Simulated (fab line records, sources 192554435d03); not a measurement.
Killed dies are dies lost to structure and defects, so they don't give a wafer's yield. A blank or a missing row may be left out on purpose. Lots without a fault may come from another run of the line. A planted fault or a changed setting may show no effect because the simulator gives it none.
Which tool did it? | flow n5_finfet | 20 lots, 60 wafers sampled, at 6 steps of a route of 1938

WHAT THE GAUGES READ, wafer by wafer
The record holds no reading of a measuring or inspecting step that can be judged against a usual standard deviation.

WHICH TOOL RAN EACH LOT (tool, then ch and the chambers of the sampled wafers, then the start)
lot  | N5_GATE_CUT_ETCH_28               | N5_GATE_CUT_STRIP_42              | N5_MOL_CONTACT_COAG_DESCUM_13      | N5_MOL_CONTACT_COAG_ETCH_15        | N5_MOL_CONTACT_COAG_SIL_ANNEAL_21 | N5_MOL_CONTACT_COAG_SPUTTER_143
L074 | rie_diel-05 ch 1,2,3, day 4 14:19 | rie_diel-05 ch 1,2,3, day 4 14:31 | rie_diel-02 ch 0,2,3, day 4 18:11  | rie_diel-02 ch 0,2,3, day 4 18:24  | rtp_anneal-01 ch 0, day 4 19:43   | pvd_sputter-03, day 4 20:47
L076 | rie_diel-03 ch 2,3, day 4 22:07   | rie_diel-03 ch 2,3, day 4 22:19   | rie_diel-02 ch 0,1, day 5 01:57    | rie_diel-02 ch 0,1, day 5 02:10    | rtp_anneal-02 ch 0, day 5 03:55   | pvd_sputter-01, day 5 04:27
L077 | rie_diel-05 ch 0,1,3, day 5 07:03 | rie_diel-05 ch 0,1,3, day 5 07:16 | rie_diel-02 ch 0,1, day 5 12:24    | rie_diel-02 ch 0,1, day 5 12:37    | rtp_anneal-02 ch 0, day 5 14:18   | pvd_sputter-01, day 5 16:30
L078 | rie_diel-06 ch 0,1,2, day 6 02:36 | rie_diel-06 ch 0,1,2, day 6 02:49 | rie_diel-04 ch 1,2,3, day 6 06:20  | rie_diel-04 ch 1,2,3, day 6 06:34  | rtp_anneal-02 ch 0, day 6 09:03   | pvd_sputter-01, day 6 10:31
L079 | rie_diel-05 ch 2,3, day 6 03:35   | rie_diel-05 ch 2,3, day 6 03:48   | rie_diel-02 ch 0,2,3, day 6 07:28  | rie_diel-02 ch 0,2,3, day 6 07:41  | rtp_anneal-01 ch 0, day 6 10:10   | pvd_sputter-02, day 6 10:55
L080 | rie_diel-03 ch 1,3, day 6 06:25   | rie_diel-03 ch 1,3, day 6 06:37   | rie_diel-02 ch 0,1,3, day 6 11:06  | rie_diel-02 ch 0,1,3, day 6 11:19  | rtp_anneal-01 ch 0, day 6 12:38   | pvd_sputter-01, day 6 14:36
L082 | rie_diel-03 ch 1,2,3, day 6 09:56 | rie_diel-03 ch 1,2,3, day 6 10:08 | rie_diel-04 ch 0,3, day 6 13:57    | rie_diel-04 ch 0,3, day 6 14:10    | rtp_anneal-02 ch 0, day 6 15:22   | pvd_sputter-02, day 6 16:49
L083 | rie_diel-03 ch 0,1,2, day 6 17:27 | rie_diel-03 ch 0,1,2, day 6 17:40 | rie_diel-04 ch 2,3, day 6 21:12    | rie_diel-04 ch 2,3, day 6 21:25    | rtp_anneal-02 ch 0, day 6 23:31   | pvd_sputter-02, day 6 23:45
L084 | rie_diel-03 ch 1,2,3, day 7 01:16 | rie_diel-03 ch 1,2,3, day 7 01:29 | rie_diel-04 ch 0,1,2, day 7 05:25  | rie_diel-04 ch 0,1,2, day 7 05:38  | rtp_anneal-01 ch 0, day 7 07:54   | pvd_sputter-03, day 7 08:40
L085 | rie_diel-03 ch 0,2,3, day 7 03:49 | rie_diel-03 ch 0,2,3, day 7 04:01 | rie_diel-02 ch 0,2,3, day 7 07:50  | rie_diel-02 ch 0,2,3, day 7 08:04  | rtp_anneal-02 ch 0, day 7 09:23   | pvd_sputter-02, day 7 11:31
L086 | rie_diel-05 ch 2,3, day 7 20:40   | rie_diel-05 ch 2,3, day 7 20:52   | rie_diel-02 ch 0,1,2, day 8 00:37  | rie_diel-02 ch 0,1,2, day 8 00:50  | rtp_anneal-02 ch 0, day 8 03:35   | pvd_sputter-03, day 8 04:07
L087 | rie_diel-05 ch 1,3, day 7 22:35   | rie_diel-05 ch 1,3, day 7 22:48   | rie_diel-01 ch 0,1, day 8 02:54    | rie_diel-01 ch 0,1, day 8 03:07    | rtp_anneal-02 ch 0, day 8 04:30   | pvd_sputter-03, day 8 05:05
L088 | rie_diel-03 ch 0,2,3, day 8 02:09 | rie_diel-03 ch 0,2,3, day 8 02:22 | rie_diel-01 ch 0,1, day 8 06:08    | rie_diel-01 ch 0,1, day 8 06:21    | rtp_anneal-02 ch 0, day 8 08:16   | pvd_sputter-02, day 8 08:55
L089 | rie_diel-06 ch 0,2,3, day 8 06:07 | rie_diel-06 ch 0,2,3, day 8 06:19 | rie_diel-04 ch 1,3, day 8 10:10    | rie_diel-04 ch 1,3, day 8 10:23    | rtp_anneal-01 ch 0, day 8 11:50   | pvd_sputter-01, day 8 12:53
L091 | rie_diel-03 ch 0,1,2, day 8 17:30 | rie_diel-03 ch 0,1,2, day 8 17:43 | rie_diel-01 ch 1,2, day 8 22:30    | rie_diel-01 ch 1,2, day 8 22:43    | rtp_anneal-01 ch 0, day 8 23:56   | pvd_sputter-02, day 9 00:33
L092 | rie_diel-03 ch 0,3, day 8 23:05   | rie_diel-03 ch 0,3, day 8 23:17   | rie_diel-01 ch 0,1,3, day 9 02:59  | rie_diel-01 ch 0,1,3, day 9 03:13  | rtp_anneal-02 ch 0, day 9 04:30   | pvd_sputter-03, day 9 05:21
L093 | rie_diel-05 ch 0,1,2, day 9 07:17 | rie_diel-05 ch 0,1,2, day 9 07:29 | rie_diel-02 ch 1,2,3, day 9 11:46  | rie_diel-02 ch 1,2,3, day 9 11:59  | rtp_anneal-02 ch 0, day 9 13:07   | pvd_sputter-02, day 9 14:38
L094 | rie_diel-06 ch 1,2,3, day 9 13:24 | rie_diel-06 ch 1,2,3, day 9 13:37 | rie_diel-01 ch 1,2,3, day 9 17:17  | rie_diel-01 ch 1,2,3, day 9 17:30  | rtp_anneal-02 ch 0, day 9 19:40   | pvd_sputter-01, day 9 20:29
L095 | rie_diel-06 ch 1,2,3, day 9 18:08 | rie_diel-06 ch 1,2,3, day 9 18:20 | rie_diel-01 ch 1,2,3, day 9 22:14  | rie_diel-01 ch 1,2,3, day 9 22:27  | rtp_anneal-02 ch 0, day 9 23:37   | pvd_sputter-03, day 10 01:07
L096 | rie_diel-05 ch 2,3, day 10 06:01  | rie_diel-05 ch 2,3, day 10 06:13  | rie_diel-04 ch 0,1,3, day 10 09:46 | rie_diel-04 ch 0,1,3, day 10 09:59 | rtp_anneal-02 ch 0, day 10 11:31  | pvd_sputter-02, day 10 12:27
- N5_GATE_CUT_ETCH_28: etches underlayer in N2/H2, target depth 13 nm, time 10.4 s.
- N5_GATE_CUT_STRIP_42: strips in O2.
- N5_MOL_CONTACT_COAG_DESCUM_13: chemistry O2, time 7 s.
- N5_MOL_CONTACT_COAG_ETCH_15: etches SiNx in CH3F/O2, stops on Si:P, target depth 7 nm.
- N5_MOL_CONTACT_COAG_SIL_ANNEAL_21: time 60 s.
- N5_MOL_CONTACT_COAG_SPUTTER_143: material Co, target thk 2.5 nm.

WHAT THE TOOLS THEMSELVES READ (means of the sampled wafers that have a number; where no wafer has one, the mark that the record gives instead)
N5_GATE_CUT_ETCH_28. Usual: drypump_motor_current_A 5.5 A, standard deviation 0.38; etch_rf_on_time_s 10.37 s, standard deviation 0.18; oes_product_au 0.68 a.u., standard deviation 0.071; rf_fwd_power_W 819.1 W, standard deviation 2.6; rf_vpp_V 524.2 V, standard deviation 1.9; showerhead_plenum_p_Torr 2.55 Torr, standard deviation 0.058; throttle_valve_pct 17.82 %, standard deviation 0.25.
lot  | tool        | drypump_motor_current_A (A) | etch_rf_on_time_s (s) | oes_product_au (a.u.) | rf_fwd_power_W (W) | rf_vpp_V (V) | showerhead_plenum_p_Torr (Torr) | throttle_valve_pct (%) | flag
L074 | rie_diel-05 | 5.4                         | 10.50                 | 0.72                  | 819.4              | 523.3        | 2.54                            | 17.70                  |
L076 | rie_diel-03 | 5.5                         | 10.22                 | 0.65                  | 817.1              | 525.1        | 2.58                            | 17.91                  |
L077 | rie_diel-05 | 5.1                         | 10.54                 | 0.68                  | 822.2              | 523.2        | 2.52                            | 17.71                  |
L078 | rie_diel-06 | 5.6                         | 10.30                 | 0.64                  | 818.1              | 522.8        | 2.50                            | 17.97                  |
L079 | rie_diel-05 | 5.7                         | 10.31                 | 0.70                  | 819.0              | 525.2        | 2.57                            | 17.91                  |
L080 | rie_diel-03 | 5.2                         | 10.39                 | 0.70                  | 821.0              | 524.0        | 2.56                            | 17.79                  |
L082 | rie_diel-03 | 5.4                         | 10.51                 | 0.66                  | 818.6              | 525.5        | 2.58                            | 17.76                  |
L083 | rie_diel-03 | 5.7                         | 10.28                 | 0.72                  | 819.3              | 524.3        | 2.57                            | 17.56                  |
L084 | rie_diel-03 | 5.5                         | 10.44                 | 0.65                  | 818.0              | 524.5        | 2.58                            | 17.77                  |
L085 | rie_diel-03 | 5.8                         | 10.29                 | 0.69                  | 818.1              | 524.5        | 2.56                            | 17.74                  |
L086 | rie_diel-05 | 5.5                         | 10.42                 | 0.68                  | 820.7              | 523.0        | 2.55                            | 17.75                  |
L087 | rie_diel-05 | 5.3                         | 10.53                 | 0.68                  | 821.9              | 524.3        | 2.53                            | 17.54                  |
L088 | rie_diel-03 | 5.8                         | 10.37                 | 0.68                  | 818.3              | 525.6        | 2.56                            | 17.74                  |
L089 | rie_diel-06 | 5.5                         | 10.35                 | 0.62                  | 819.2              | 524.3        | 2.53                            | 18.04                  |
L091 | rie_diel-03 | 5.7                         | 10.27                 | 0.71                  | 820.1              | 524.9        | 2.56                            | 17.58                  |
L092 | rie_diel-03 | 6.0                         | 10.23                 | 0.74                  | 818.7              | 523.6        | 2.52                            | 17.74                  |
L093 | rie_diel-05 | 5.2                         | 10.39                 | 0.67                  | 816.3              | 522.8        | 2.52                            | 17.94                  |
L094 | rie_diel-06 | 5.6                         | 10.19                 | 0.78                  | 817.9              | 524.7        | 2.59                            | 17.76                  |
L095 | rie_diel-06 | 5.6                         | 10.29                 | 0.76                  | 820.9              | 523.5        | 2.59                            | 17.74                  |
L096 | rie_diel-05 | 5.6                         | 10.50                 | 0.66                  | 819.2              | 524.0        | 2.55                            | 17.77                  |

N5_GATE_CUT_STRIP_42. Usual: drypump_motor_current_A 5.5 A, standard deviation 0.38; oes_product_au 0.79 a.u., standard deviation 0.084; rf_vpp_V 3.6 V, standard deviation 0.47; showerhead_plenum_p_Torr 2.10 Torr, standard deviation 0.048; throttle_valve_pct 16.64 %, standard deviation 0.23.
lot  | tool        | drypump_motor_current_A (A) | oes_product_au (a.u.) | rf_vpp_V (V) | showerhead_plenum_p_Torr (Torr) | throttle_valve_pct (%) | flag
L074 | rie_diel-05 | 5.4                         | 0.85                  | 4.0          | 2.09                            | 16.53                  |
L076 | rie_diel-03 | 5.5                         | 0.76                  | 3.9          | 2.12                            | 16.69                  |
L077 | rie_diel-05 | 5.1                         | 0.80                  | 3.5          | 2.08                            | 16.56                  |
L078 | rie_diel-06 | 5.7                         | 0.75                  | 4.2          | 2.07                            | 16.81                  |
L079 | rie_diel-05 | 5.7                         | 0.82                  | 4.2          | 2.11                            | 16.71                  |
L080 | rie_diel-03 | 5.2                         | 0.81                  | 3.8          | 2.11                            | 16.57                  |
L082 | rie_diel-03 | 5.4                         | 0.77                  | 3.4          | 2.13                            | 16.57                  |
L083 | rie_diel-03 | 5.7                         | 0.84                  | 3.4          | 2.12                            | 16.40                  |
L084 | rie_diel-03 | 5.4                         | 0.77                  | 3.3          | 2.13                            | 16.58                  |
L085 | rie_diel-03 | 5.8                         | 0.80                  | 3.1          | 2.11                            | 16.55                  |
L086 | rie_diel-05 | 5.5                         | 0.78                  | 3.2          | 2.10                            | 16.58                  |
L087 | rie_diel-05 | 5.2                         | 0.81                  | 3.0          | 2.08                            | 16.42                  |
L088 | rie_diel-03 | 5.8                         | 0.80                  | 3.3          | 2.11                            | 16.56                  |
L089 | rie_diel-06 | 5.5                         | 0.73                  | 3.7          | 2.09                            | 16.89                  |
L091 | rie_diel-03 | 5.7                         | 0.81                  | 3.7          | 2.11                            | 16.42                  |
L092 | rie_diel-03 | 6.0                         | 0.86                  | 3.4          | 2.07                            | 16.53                  |
L093 | rie_diel-05 | 5.2                         | 0.79                  | 3.8          | 2.07                            | 16.77                  |
L094 | rie_diel-06 | 5.6                         | 0.90                  | 3.6          | 2.13                            | 16.59                  |
L095 | rie_diel-06 | 5.6                         | 0.90                  | 3.4          | 2.13                            | 16.59                  |
L096 | rie_diel-05 | 5.5                         | 0.77                  | 3.6          | 2.10                            | 16.61                  |

N5_MOL_CONTACT_COAG_DESCUM_13. Usual: bias_power_w 19.99 W, standard deviation 0.059; drypump_motor_current_A 5.5 A, standard deviation 0.37; oes_product_au 0.80 a.u., standard deviation 0.083; rf_fwd_power_W 49.37 W, standard deviation 0.21; rf_vpp_V 243.6 V, standard deviation 1.1; showerhead_plenum_p_Torr 2.13 Torr, standard deviation 0.053; throttle_valve_pct 20.44 %, standard deviation 0.19.
lot  | tool        | bias_power_w (W) | drypump_motor_current_A (A) | oes_product_au (a.u.) | rf_fwd_power_W (W) | rf_vpp_V (V) | showerhead_plenum_p_Torr (Torr) | throttle_valve_pct (%) | flag
L074 | rie_diel-02 | 20.01            | 5.4                         | 0.74                  | 49.37              | 243.3        | 2.15                            | 20.47                  |
L076 | rie_diel-02 | 20.02            | 5.0                         | 0.81                  | 49.37              | 244.4        | 2.14                            | 20.67                  |
L077 | rie_diel-02 | 19.99            | 5.0                         | 0.80                  | 49.56              | 244.0        | 2.14                            | 20.68                  |
L078 | rie_diel-04 | 19.92            | 5.5                         | 0.90                  | 49.43              | 243.9        | 2.11                            | 20.40                  |
L079 | rie_diel-02 | 20.04            | 5.4                         | 0.73                  | 49.49              | 243.4        | 2.14                            | 20.50                  |
L080 | rie_diel-02 | 19.95            | 5.2                         | 0.76                  | 49.26              | 244.1        | 2.15                            | 20.58                  |
L082 | rie_diel-04 | 20.06            | 5.7                         | 0.78                  | 49.34              | 243.0        | 2.10                            | 20.53                  |
L083 | rie_diel-04 | 19.95            | 5.5                         | 0.87                  | 49.49              | 243.5        | 2.13                            | 20.45                  |
L084 | rie_diel-04 | 19.98            | 5.5                         | 0.84                  | 49.31              | 242.9        | 2.08                            | 20.46                  |
L085 | rie_diel-02 | 19.99            | 5.4                         | 0.72                  | 49.33              | 243.7        | 2.14                            | 20.50                  |
L086 | rie_diel-02 | 20.00            | 5.3                         | 0.75                  | 49.31              | 244.0        | 2.12                            | 20.62                  |
L087 | rie_diel-01 | 19.98            | 5.5                         | 0.81                  | 49.25              | 244.6        | 2.19                            | 20.25                  |
L088 | rie_diel-01 | 20.03            | 5.7                         | 0.74                  | 49.25              | 244.2        | 2.17                            | 20.34                  |
L089 | rie_diel-04 | 20.04            | 5.5                         | 0.89                  | 49.42              | 242.2        | 2.08                            | 20.38                  |
L091 | rie_diel-01 | 20.00            | 6.0                         | 0.80                  | 49.04              | 244.5        | 2.19                            | 20.33                  |
L092 | rie_diel-01 | 20.00            | 5.6                         | 0.81                  | 49.29              | 243.4        | 2.13                            | 20.28                  |
L093 | rie_diel-02 | 19.96            | 5.1                         | 0.75                  | 49.33              | 243.7        | 2.12                            | 20.46                  |
L094 | rie_diel-01 | 20.04            | 5.9                         | 0.80                  | 49.37              | 243.2        | 2.13                            | 20.33                  |
L095 | rie_diel-01 | 19.99            | 5.9                         | 0.80                  | 49.14              | 244.1        | 2.13                            | 20.34                  |
L096 | rie_diel-04 | 20.00            | 5.6                         | 0.81                  | 49.53              | 243.0        | 2.08                            | 20.49                  |

N5_MOL_CONTACT_COAG_ETCH_15. Usual: CH3F_flow_sccm 30.01 sccm, standard deviation 0.1; drypump_motor_current_A 5.5 A, standard deviation 0.37; oes_product_au 0.59 a.u., standard deviation 0.057; rf_fwd_power_W 392.1 W, standard deviation 1.5; rf_vpp_V 298 V, standard deviation 4.2; showerhead_plenum_p_Torr 2.03 Torr, standard deviation 0.052; throttle_valve_pct 16.34 %, standard deviation 0.19.
lot  | tool        | CH3F_flow_sccm (sccm) | drypump_motor_current_A (A) | oes_product_au (a.u.) | rf_fwd_power_W (W) | rf_vpp_V (V) | showerhead_plenum_p_Torr (Torr) | throttle_valve_pct (%) | flag
L074 | rie_diel-02 | 29.95                 | 5.4                         | 0.55                  | 392.3              | 301          | 2.05                            | 16.40                  |
L076 | rie_diel-02 | 29.99                 | 5.0                         | 0.59                  | 393.0              | 299          | 2.04                            | 16.55                  |
L077 | rie_diel-02 | 30.10                 | 5.0                         | 0.59                  | 392.6              | 298          | 2.04                            | 16.57                  |
L078 | rie_diel-04 | 30.09                 | 5.5                         | 0.65                  | 391.7              | 293          | 2.01                            | 16.23                  |
L079 | rie_diel-02 | 30.00                 | 5.4                         | 0.54                  | 391.9              | 301          | 2.05                            | 16.42                  |
L080 | rie_diel-02 | 29.97                 | 5.2                         | 0.56                  | 392.5              | 298          | 2.05                            | 16.51                  |
L082 | rie_diel-04 | 29.90                 | 5.7                         | 0.56                  | 392.4              | 296          | 2.00                            | 16.42                  |
L083 | rie_diel-04 | 30.07                 | 5.5                         | 0.63                  | 393.2              | 294          | 2.04                            | 16.29                  |
L084 | rie_diel-04 | 29.96                 | 5.5                         | 0.61                  | 392.9              | 294          | 1.99                            | 16.31                  |
L085 | rie_diel-02 | 30.01                 | 5.4                         | 0.53                  | 392.6              | 300          | 2.04                            | 16.44                  |
L086 | rie_diel-02 | 30.12                 | 5.3                         | 0.55                  | 391.6              | 300          | 2.02                            | 16.52                  |
L087 | rie_diel-01 | 30.08                 | 5.5                         | 0.59                  | 393.1              | 303          | 2.09                            | 16.19                  |
L088 | rie_diel-01 | 30.10                 | 5.7                         | 0.54                  | 391.5              | 301          | 2.08                            | 16.31                  |
L089 | rie_diel-04 | 29.88                 | 5.5                         | 0.64                  | 393.5              | 293          | 1.98                            | 16.23                  |
L091 | rie_diel-01 | 30.00                 | 6.0                         | 0.59                  | 389.8              | 301          | 2.10                            | 16.21                  |
L092 | rie_diel-01 | 29.97                 | 5.6                         | 0.59                  | 392.0              | 299          | 2.04                            | 16.23                  |
L093 | rie_diel-02 | 29.92                 | 5.1                         | 0.55                  | 392.5              | 300          | 2.03                            | 16.40                  |
L094 | rie_diel-01 | 29.91                 | 5.9                         | 0.58                  | 391.5              | 299          | 2.04                            | 16.24                  |
L095 | rie_diel-01 | 30.03                 | 5.9                         | 0.59                  | 390.2              | 299          | 2.04                            | 16.23                  |
L096 | rie_diel-04 | 30.03                 | 5.6                         | 0.59                  | 392.6              | 294          | 1.98                            | 16.36                  |

N5_MOL_CONTACT_COAG_SIL_ANNEAL_21. Usual: lamp_power_pct 6.5 %, standard deviation 0.35; lamp_zone_5_pct 6.5 %, standard deviation 0.35; wafer_temp_C_max 553.8, standard deviation 0.91.
lot  | tool          | lamp_power_pct (%) | lamp_zone_5_pct (%) | wafer_temp_C_max | flag
L074 | rtp_anneal-01 | 5.9                | 5.9                 | 552.7            |
L076 | rtp_anneal-02 | 6.7                | 6.7                 | 554.5            |
L077 | rtp_anneal-02 | 6.7                | 6.7                 | 554.3            |
L078 | rtp_anneal-02 | 6.7                | 6.7                 | 554.6            |
L079 | rtp_anneal-01 | 5.9                | 5.9                 | 552.6            |
L080 | rtp_anneal-01 | 5.9                | 5.9                 | 552.6            |
L082 | rtp_anneal-02 | 6.7                | 6.7                 | 554.6            |
L083 | rtp_anneal-02 | 6.7                | 6.7                 | 554.5            |
L084 | rtp_anneal-01 | 5.9                | 5.9                 | 552.7            |
L085 | rtp_anneal-02 | 6.7                | 6.7                 | 554.1            |
L086 | rtp_anneal-02 | 6.7                | 6.7                 | 553.9            |
L087 | rtp_anneal-02 | 6.7                | 6.7                 | 554.9            |
L088 | rtp_anneal-02 | 6.7                | 6.7                 | 554.5            |
L089 | rtp_anneal-01 | 5.9                | 5.9                 | 552.9            |
L091 | rtp_anneal-01 | 5.9                | 5.9                 | 552.9            |
L092 | rtp_anneal-02 | 6.7                | 6.7                 | 554.3            |
L093 | rtp_anneal-02 | 6.7                | 6.7                 | 553.9            |
L094 | rtp_anneal-02 | 6.7                | 6.7                 | 553.7            |
L095 | rtp_anneal-02 | 6.7                | 6.7                 | 554.7            |
L096 | rtp_anneal-02 | 6.7                | 6.7                 | 553.9            |

N5_MOL_CONTACT_COAG_SPUTTER_143. Usual: throttle_valve_pct 30.4 %, standard deviation 1.2.
lot  | tool           | throttle_valve_pct (%) | flag
L074 | pvd_sputter-03 | 30.5                   |
L076 | pvd_sputter-01 | 29.8                   |
L077 | pvd_sputter-01 | 29.8                   |
L078 | pvd_sputter-01 | 30.7                   |
L079 | pvd_sputter-02 | 30.7                   |
L080 | pvd_sputter-01 | 30.2                   |
L082 | pvd_sputter-02 | 30.4                   |
L083 | pvd_sputter-02 | 30.7                   |
L084 | pvd_sputter-03 | 29.5                   |
L085 | pvd_sputter-02 | 30.9                   |
L086 | pvd_sputter-03 | 29.6                   |
L087 | pvd_sputter-03 | 31.6                   |
L088 | pvd_sputter-02 | 31.4                   |
L089 | pvd_sputter-01 | 30.2                   |
L091 | pvd_sputter-02 | 30.2                   |
L092 | pvd_sputter-03 | 29.4                   |
L093 | pvd_sputter-02 | 31.0                   |
L094 | pvd_sputter-01 | 30.7                   |
L095 | pvd_sputter-03 | 30.3                   |
L096 | pvd_sputter-02 | 30.8                   |

THE ANSWER, worked out from the rows above alone
Rule: a lot is off if the mean of its wafers that have a number lies more than 3 standard deviations from the usual mean. A lot without any number at a reading at which 4 lots or more have one is off too. The other lots that the step has rows for count as sound. The gauges are gone through in route order, then the tools' own readings, and for those a lot's mean is taken as printed above. The first step at which some lot is off is used, and at that step the reading that is off furthest; a lot without a number counts as furthest.
No lot is off at any reading shown: from this, nothing can be told.

WHAT THE SIMULATOR HAD PUT IN
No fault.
